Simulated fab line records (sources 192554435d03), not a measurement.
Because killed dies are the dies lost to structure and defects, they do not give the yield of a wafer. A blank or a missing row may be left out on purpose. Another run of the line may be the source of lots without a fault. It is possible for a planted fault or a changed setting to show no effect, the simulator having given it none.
fab line records	flow n5Finfet
[record] lots = 10	wafers = 29	lastDay = 17
route steps=1938 shown ZERO_LAYER@4 WELL_APT@28 BEOL_M4@1111
lots that met no fault: from a run of the same line without faults
startH: the number of hours between the record's first day and the start of the first shown wafer of the lot	waitH: how many hours have passed since the lot's step before this one	" repeats the value in the row above	L1.1+2: a single row standing in for several wafers	- value missing, or start not given	* or withheld: withheld	< > ~ a bound
route shown NAME@n: NAME is a module with steps in the file, n the number in the route of the first one	usual: mean and standard deviation over wafers with no fault	same: alike in all rows	chamber/n: place in a boat	sites: readings site by site	_std_site: the values' standard deviation	_edge_site: the outer-site mean with the inner-site mean subtracted	radiusMm: for every site, how far away it sits from the centre of the wafer	mask NAME#n: copy n	behind: the most recent tool/chamber to have shaped the wafer	hold: what put the lot on hold/how long, in hours/how the hold closed	device: transistor that didn't switch, given as n, p or np	end of line: at the end of the route, the tests of the same wafers	where a step has no rows: the recipe by itself	killed: count of dies lost to structure and defects at first sort (not the wafer's yield)	map: a wafer's dies, x killed, . not, _ none there
set.NAME: the run value of the setting; set.NAME@STEP: its run value at that earlier step	model.NAME: the simulator's own value behind a step, which no gauge read
the route's steps for a sample of lots (tables are steps, rows are wafers)
services: from which hour (startH, from the record's first day; less than 0 if before it) a tool's chamber was out of use, for how many hours, and why
[[steps]]
[step N5_ZERO_LAYER_PECVD_02]
[recipe] material = SiO2	targetThkA = 100	tempC = 400	precursor = SiH4/N2O	pressureTorr = 0.75	rfW = 275	timeS = 6
[usual] chamberPressureTorr = 0.7502/0.0017	heaterPowerW = 758/90	rfFwdPowerW = 272.5/1.1	showerheadPlenumPTorr = 8.14/0.12
lot.wafer	tool	chamber	startH	waitH	chamberPressureTorr	heaterPowerW	rfFwdPowerW	showerheadPlenumPTorr
L848.2	pecvd-01	1	12.29	0.0	0.7489	726	273.3	8.26
L848.4	"	0	"	"	0.7509	722	271.7	8.22
L848.5	"	1	"	"	0.7528	758	273.7	8.26
L853.2	pecvd-02	0	42.28	0.0	0.7529	923	273.0	8.18
L853.3	"	1	"	"	0.7471	678	274.1	8.20
L853.6	"	2	"	"	0.7517	710	273.5	7.97
L854.3	pecvd-01	0	48.31	0.1	0.7486	777	272.9	8.22
L854.4	"	1	"	"	0.7496	688	274.1	8.26
L854.6	"	0	"	"	0.7520	762	271.0	8.21
L857.2	pecvd-01	0	66.30	0.0	0.7511	739	272.6	8.20
L857.5	"	0	"	"	0.7514	762	274.2	8.23
L857.6	"	1	"	"	0.7545	760	272.7	8.29
L858.2	pecvd-04	1	72.28	0.0	0.7511	705	273.3	8.30
L858.3	"	2	"	"	0.7483	856	270.7	7.99
L858.4	"	1	"	"	0.7483	732	272.7	8.27
L865.2	pecvd-02	1	114.29	0.0	0.7497	719	273.3	8.21
L865.4	"	0	"	"	0.7502	987	272.5	8.18
L865.6	"	2	"	"	0.7491	745	273.3	7.99
L867.2	pecvd-02	1	126.28	0.0	0.7499	745	272.8	8.20
L867.3	"	0	"	"	0.7505	918	273.5	8.17
L868.1	pecvd-02	0	132.30	0.0	0.7496	945	273.3	8.21
L868.5	"	1	"	"	0.7545	787	271.6	8.20
L868.6	"	0	"	"	0.7483	956	272.7	8.18
L870.2	pecvd-04	1	144.28	0.0	0.7489	802	273.8	8.30
L870.4	"	0	"	"	0.7529	879	273.1	7.99
L870.6	"	1	"	"	0.7510	832	272.8	8.27
L871.3	pecvd-01	1	150.28	0.0	0.7511	737	272.5	8.28
L871.5	"	1	"	"	0.7498	729	272.9	8.26
L871.6	"	2	"	"	0.7489	607	271.1	8.07
[step N5_ZERO_LAYER_ETCH_17]
[recipe] chemistry = CF4	target = SiO2	targetDepthA = 120	timeS = 13.3	ionEnergyEv = 350	pressureMtorr = 40	sourceW = 450	biasW = 215	Ar_flow_sccm = 100	cf4FlowSccm = 100
[usual] drypumpMotorCurrentA = 5.9/0.45	oesProductAu = 0.77/0.09	rfFwdPowerW = 446.1/1.7	rfVppV = 950/3.9	showerheadPlenumPTorr = 2.16/0.059	throttleValvePct = 15.71/0.25
lot.wafer	tool	chamber	startH	waitH	drypumpMotorCurrentA	oesProductAu	rfFwdPowerW	rfHoursCounterH	rfVppV	showerheadPlenumPTorr	throttleValvePct
L848.2	rieDiel-02	0	13.11	0.0	6.2	0.72	447.2	158	955	2.24	15.51
L848.4	"	2	"	"	6.1	0.72	446.2	-	947	2.13	16.01
L848.5	"	1	"	"	6.6	0.87	446.4	-	951	2.18	15.34
L853.2	rieDiel-06	2	42.84	0.0	5.4	0.77	445.2	115	952	2.16	15.95
L853.3	"	0	"	"	6.1	0.90	445.6	31	951	2.19	15.74
L853.6	"	2	"	"	5.4	0.77	445.7	-	950	2.17	15.95
L854.3	rieDiel-06	1	49.17	0.0	5.4	0.70	447.3	227	946	2.12	15.81
L854.4	"	2	"	"	5.3	0.76	447.7	-	950	2.16	15.94
L854.6	"	0	"	"	6.1	0.92	449.2	-	952	2.19	15.74
L857.2	rieDiel-06	0	66.82	0.0	6.0	0.90	446.3	42	950	2.19	15.76
L857.5	"	2	"	"	5.4	0.75	442.8	-	949	2.16	15.97
L857.6	"	0	"	"	6.1	0.89	445.2	-	950	2.19	15.77
L858.2	rieDiel-06	0	73.04	0.0	6.0	0.88	444.9	45	952	2.19	15.76
L858.3	"	3	"	"	5.4	0.96	444.1	2	956	2.27	15.27
L858.4	"	2	"	"	5.4	0.76	446.3	128	948	2.16	15.96
L865.2	rieDiel-03	2	114.96	0.0	6.6	0.65	445.6	244	953	2.19	15.89
L865.4	"	0	"	"	6.2	0.68	446.2	237	947	2.09	15.50
L865.6	"	1	"	"	5.7	0.77	446.1	-	944	2.07	15.99
L867.2	rieDiel-03	0	126.84	0.0	6.2	0.68	443.5	241	947	2.09	15.50
L867.3	"	3	"	"	5.7	0.68	443.4	196	954	2.21	15.88
L868.1	rieDiel-06	3	132.86	0.0	5.4	0.90	443.5	20	956	2.27	15.32
L868.5	"	0	"	"	6.1	0.86	444.6	-	951	2.18	15.79
L868.6	"	3	"	"	5.4	0.90	442.3	-	957	2.27	15.31
L870.2	rieDiel-02	2	144.90	0.0	6.1	0.67	450.0	241	945	2.12	16.08
L870.4	"	1	"	"	6.6	0.80	444.2	80	951	2.17	15.42
L870.6	"	3	"	"	5.2	0.88	446.2	-	945	2.10	15.44
L871.3	rieDiel-03	0	150.71	0.0	6.2	0.68	445.9	248	946	2.08	15.52
L871.5	"	0	"	"	6.2	0.68	446.3	-	946	2.08	15.51
L871.6	"	1	"	"	5.7	0.77	446.1	-	942	2.07	16.00
[step N5_WELL_APT_CD_MEAS_08]
[recipe] targetCdNm = 200	landingEnergyEv = 500	detector = seInlens
[usual] cdNm = 200.1/2.2
lot.wafer	tool	chamber	startH	waitH	cdNm
L848.2	cdSem-03	0	14.09	-	201.9
L848.4	"	0	"	"	199.5
L848.5	"	0	"	"	200.4
L853.2	cdSem-03	0	43.68	-	195.3
L853.3	"	0	"	"	201.2
L853.6	"	0	"	"	198.1
L854.3	cdSem-01	0	50.05	-	201.3
L854.4	"	0	"	"	199.9
L854.6	"	0	"	"	202.5
L857.2	cdSem-02	0	67.69	-	202.3
L857.5	"	0	"	"	200.8
L857.6	"	0	"	"	203.9
L858.2	cdSem-02	0	74.03	-	201.9
L858.3	"	0	"	"	200.3
L858.4	"	0	"	"	201.5
L865.2	cdSem-03	0	116.17	-	200.6
L865.4	"	0	"	"	202.9
L865.6	"	0	"	"	201.0
L867.2	cdSem-01	0	127.81	-	201.1
L867.3	"	0	"	"	196.9
L868.1	cdSem-01	0	133.72	-	196.2
L868.5	"	0	"	"	198.7
L868.6	"	0	"	"	199.8
L870.2	cdSem-03	0	145.87	-	198.2
L870.4	"	0	"	"	196.3
L870.6	"	0	"	"	200.4
L871.3	cdSem-02	0	151.56	-	203.1
L871.5	"	0	"	"	200.3
L871.6	"	0	"	"	200.9
[step N5_WELL_APT_IMPLANT_32]
[recipe] species = BF2	energyKev = 50	doseCm2 = 2e+13	tiltDeg = 0	rotationDeg = 0
[usual] beamEnergyKeV = 49.994/0.017	doseIonsCm2 = 1.9999e+13/2.2e+10	faradayCurrentUA = 254/5.3
lot.wafer	tool	chamber	startH	waitH	beamEnergyKeV	doseIonsCm2	faradayCurrentUA
L848.2	implanter-01	0	16.01	0.1	50.001	2.0021e+13	251
L848.4	"	0	"	"	50.022	1.9992e+13	257
L848.5	"	0	"	"	50.032	1.9988e+13	260
L853.2	implanter-02	0	45.94	0.1	50.023	2.0005e+13	253
L853.3	"	0	"	"	50.004	2.0026e+13	257
L853.6	"	0	"	"	50.020	2.0032e+13	260
L854.3	implanter-02	0	51.61	0.1	49.997	2.6533e+13	343
L854.4	"	0	"	"	50.000	2.654e+13	333
L854.6	"	0	"	"	49.982	2.6508e+13	345
L857.2	implanter-02	0	69.56	0.1	49.971	2.6559e+13	336
L857.5	"	0	"	"	49.991	2.6509e+13	338
L857.6	"	0	"	"	49.998	2.6531e+13	343
L858.2	implanter-02	0	75.54	0.1	49.989	2.6549e+13	340
L858.3	"	0	"	"	50.007	2.6532e+13	334
L858.4	"	0	"	"	49.984	2.6524e+13	328
L865.2	implanter-01	0	117.69	0.1	49.965	2.004e+13	253
L865.4	"	0	"	"	49.993	2.0021e+13	252
L865.6	"	0	"	"	50.025	2.0001e+13	256
L867.2	implanter-01	0	129.45	0.1	49.993	1.9975e+13	247
L867.3	"	0	"	"	49.984	1.9964e+13	247
L868.1	implanter-02	0	136.01	0.1	49.977	2.0023e+13	260
L868.5	"	0	"	"	49.986	1.9985e+13	256
L868.6	"	0	"	"	49.983	1.9989e+13	257
L870.2	implanter-01	0	147.39	0.1	50.003	2.0045e+13	254
L870.4	"	0	"	"	49.990	2.0015e+13	253
L870.6	"	0	"	"	50.004	2.0028e+13	253
L871.3	implanter-02	0	153.42	0.1	50.001	1.9987e+13	252
L871.5	"	0	"	"	50.008	1.9965e+13	255
L871.6	"	0	"	"	50.026	1.9983e+13	250
[step N5_BEOL_M4_RC_MEAS_101]
[usual] CJ_N = 4.30/0.076	DIBL_N = 36.1/2	DIBL_P = 36.3/2.4	IOFF_N = 0.15/0.035	IOFF_P = 0.21/0.039	ION_N = 672/15	ION_P = 463/9.7	SS_N = 71.5/0.7	SS_P = 73.2/0.75	VT_N = 251/3.6	VT_P = -250/3.8
lot.wafer	tool	chamber	startH	waitH	CJ_N	DIBL_N[mV/V]	DIBL_P[mV/V]	IOFF_N[nA/um]	IOFF_P[nA/um]	ION_N[uA/um]	ION_P[uA/um]	SS_N[mV/dec]	SS_P[mV/dec]	VT_N[mV]	VT_P[mV]
L848.2	prober-01	0	174.42	0.2	4.25	33.8	33.2	0.12	0.18	676	466	70.3	72.8	255	-252
L848.4	"	0	"	"	4.13	35.8	36.5	0.14	0.22	670	468	71.2	73.4	252	-247
L848.5	"	0	"	"	4.27	36.9	37.2	0.15	0.24	669	466	71.5	73.8	253	-248
L853.2	prober-02	0	195.51	0.2	4.26	37.0	38.5	0.18	0.27	695	480	71.8	74.5	247	-246
L853.3	"	0	"	"	4.22	34.6	35.6	0.13	0.20	671	468	71.5	73.2	254	-248
L853.6	"	0	"	"	4.26	35.8	36.7	0.16	0.23	691	478	70.7	74.0	248	-247
L854.3	prober-02	0	206.71	0.3	5.03	39.3	39.7	0.19	0.22	669	456	72.5	74.2	247	-252
L854.4	"	0	"	"	4.90	37.8	38.4	0.16	0.20	675	462	72.7	73.3	250	-257
L854.6	"	0	"	"	4.87	37.5	38.9	0.16	0.20	667	453	72.4	73.7	249	-253
L858.2	prober-01	0	221.44	0.2	5.07	34.3	34.5	0.11	0.15	651	442	71.9	72.8	256	-254
L858.3	"	0	"	"	5.04	36.4	38.1	0.16	0.21	669	457	71.8	73.1	249	-253
L858.4	"	0	"	"	5.17	37.9	38.4	0.16	0.20	668	453	71.6	73.3	253	-254
L857.2	prober-02	0	221.96	0.2	5.05	37.3	37.2	0.17	0.27	665	466	71.6	73.5	250	-244
L857.5	"	0	"	"	4.90	37.1	36.4	0.16	0.26	663	467	72.2	73.6	250	-245
L857.6	"	0	"	"	5.00	32.6	31.1	0.10	0.18	643	460	70.5	71.3	258	-247
L865.2	prober-02	0	279.34	0.2	4.38	37.7	37.9	0.17	0.25	685	477	72.1	73.7	249	-248
L865.4	"	0	"	"	4.34	36.5	36.8	0.17	0.25	682	478	71.6	73.6	249	-247
L865.6	"	0	"	"	4.25	33.0	32.1	0.10	0.16	655	458	70.3	71.6	259	-254
L867.2	prober-01	0	284.75	0.2	4.25	36.2	37.2	0.15	0.19	660	455	71.9	73.4	251	-253
L867.3	"	0	"	"	4.41	37.4	38.7	0.18	0.21	691	469	71.7	73.3	248	-250
L868.1	prober-02	0	287.61	0.0	4.13	36.1	38.5	0.17	0.24	673	474	71.7	74.1	250	-250
L868.5	"	0	"	"	4.27	34.5	35.5	0.14	0.20	666	462	72.0	73.4	250	-251
L868.6	"	0	"	"	4.31	33.7	33.6	0.12	0.17	662	456	71.0	72.7	252	-255
L871.3	prober-02	0	306.90	0.3	4.30	37.6	36.7	0.17	0.24	673	467	71.1	74.5	249	-247
L871.5	"	0	"	"	4.26	35.1	33.4	0.13	0.19	661	461	70.7	72.1	252	-249
L871.6	"	0	"	"	4.32	38.3	38.3	0.19	0.27	701	481	71.2	73.5	247	-243
L870.2	prober-01	0	311.10	0.2	4.35	36.3	35.1	0.13	0.21	647	451	71.1	72.2	254	-247
L870.4	"	0	"	"	4.35	39.6	39.1	0.19	0.27	680	464	72.3	73.1	246	-248
L870.6	"	0	"	"	4.40	36.0	34.1	0.12	0.19	656	458	71.3	72.6	256	-253
[[services]]
tool	chamber	startH	hours	kind
implanter-01	-	-1.41	3.8	pm
rieDiel-03	2	0.74	5.6	repair
rieDiel-06	-	14.93	7.7	repair
pecvd-01	2	29.79	15.9	repair
pecvd-04	0	32.75	15.6	repair
rieDiel-06	1	37.09	11.4	repair
rieDiel-03	1	38.14	5.2	repair
rieDiel-06	-	39.86	0.6	repair
pecvd-04	-	41.80	2.6	repair
rieDiel-03	-	41.84	0.5	repair
rieDiel-02	2	45.01	8.6	repair
pecvd-02	0	47.52	5.6	repair
rieDiel-06	3	48.74	-	clean
pecvd-02	-	53.43	14.6	pm
rieDiel-06	1	63.75	8.0	repair
pecvd-02	-	71.86	0.6	repair
pecvd-01	-	87.33	2.8	pm
rieDiel-03	3	88.50	7.6	repair
pecvd-01	-	97.37	1.8	repair
pecvd-04	-	102.10	2.8	pm
pecvd-02	-	132.37	0.5	repair
pecvd-01	-	139.80	3.4	repair
rieDiel-02	-	142.37	0.3	repair
pecvd-02	-	153.19	2.8	pm
[[key]]
[firstSign] step = N5_WELL_APT_IMPLANT_32	reading = doseIonsCm2	direction = up	sigmas = 99+	usual = 1.9999e+13	struck = 2.6532e+13
[effect] step = N5_WELL_APT_IMPLANT_32	reading = faradayCurrentUA	direction = up	sigmas = 16	usual = 254	struck = 338
[effect] step = N5_BEOL_M4_RC_MEAS_101	reading = CJ_N	direction = up	sigmas = 9.2	usual = 4.30	struck = 5.00
metAt N5_WELL_APT_IMPLANT_32
struckLots L854,L857,L858
notActingAt N5_ZERO_LAYER_PECVD_02,N5_ZERO_LAYER_ETCH_17,N5_WELL_APT_CD_MEAS_08
onsetBetween 45.94 51.61
[fault] kind = processParameterDrift	tool = implanter-02	chamber = -	onsetH = 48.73	steps = N5_WELL_APT_IMPLANT_32	channel = doseCm2	offset = 6.5403e+12	shape = step	endH = 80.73	actsIn = theseRecipesOnly	stated = 2e+13
